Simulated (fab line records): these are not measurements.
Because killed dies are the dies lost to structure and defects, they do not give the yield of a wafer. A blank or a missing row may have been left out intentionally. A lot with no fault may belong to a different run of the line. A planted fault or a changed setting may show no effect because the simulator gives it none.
Code-filled problem report in 8D (eight disciplines) form || flow n5-finfet || the parts of the form that need people (team, actions taken, sign-off) are left out

== 1. THE ISSUE ==
Wafers without a fault read 1499.8 rpm, standard deviation 1.2; spin-speed-rpm at N5_BEOL_M11_COAT_05 reads a mean of 1410.2 rpm on 6 wafers belonging to 2 lots. That puts it -75 standard deviations away from the usual mean.
The step: resist thk 90 nm.
The first sign was on wafer L543.2 at day 12 01:05, on litho-track-04. At this step, 35 wafers from 12 lots have a number in the record. By rule, "out" or "out of limits" means more than 4 standard deviations away from the usual mean. The rest of the wafers with a number are treated as sound.

== 2. WHAT IT IS AND WHAT IT IS NOT ==
{"question": "which readings at this step", "is": "spin-speed-rpm", "is not": "-"}
{"question": "which lots", "is": "L543, L544", "is not": "L535, L537, L538, L549, L550, L552, L554, L555, L557, L558"}
{"question": "which wafers of those lots", "is": "all that have a number", "is not": "-"}
{"question": "read on which tools", "is": "litho-track-04", "is not": "litho-track-02, litho-track-05"}
{"question": "when", "is": "from day 12 01:05", "is not": "up to then (9 sound wafers); but 20 sound wafers of L549, L550, L552, L554, L555, L557, L558 came after"}

== 3. SUSPECTS, AND WHAT RULES EACH OUT ==
Counting: any tool at a process step up to the reading is kept as a suspect provided that every lot that is out went through it and no sound lot did after the first of them.
- rtp-anneal-01 at N5_BEOL_M10_ANNEAL_51 (time 90 s): ruled out as a lasting fault. After its first lot that is out, L543 (day 11 21:45), sound lots L550, L554, L555, L558, L557 ran on it.
- litho-track-04 at N5_BEOL_M11_COAT_05 (resist thk 90 nm): ruled out as a lasting fault. After its first lot that is out, L543 (day 12 01:05), sound lots L558 ran on it.
Left after counting: nothing in the record.

== 4. THE CAUSE (what the simulator had put in) ==
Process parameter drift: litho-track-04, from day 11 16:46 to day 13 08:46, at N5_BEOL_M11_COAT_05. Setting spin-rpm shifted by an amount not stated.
Counting ruled it out, wrongly.

== 5. THE CHAIN OF EFFECTS, in route order ==
Each row: a reading where the mean over the struck wafers with a number is more than 3 standard deviations away from the usual. Only readings for which the record gives a usual standard deviation are gone through. hours: the time from each lot's start at the first step in this table that gives one to its start at this step, as a median over the lots. sigmas: the change in usual standard deviations.
{"hours": 0, "step": "N5_BEOL_M11_COAT_05", "reading": "spin-speed-rpm", "usual": "1499.8 rpm", "on struck wafers": 1410.2, "change": -89.6, "sigmas": -75}
Its process steps:
- N5_BEOL_M11_COAT_05: resist thk 90 nm.

== 6. WHAT WOULD HAVE CAUGHT IT SOONER ==
In this record no reading fell out of limits until day 12 01:05, 8 hours after the fault had begun at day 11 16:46.
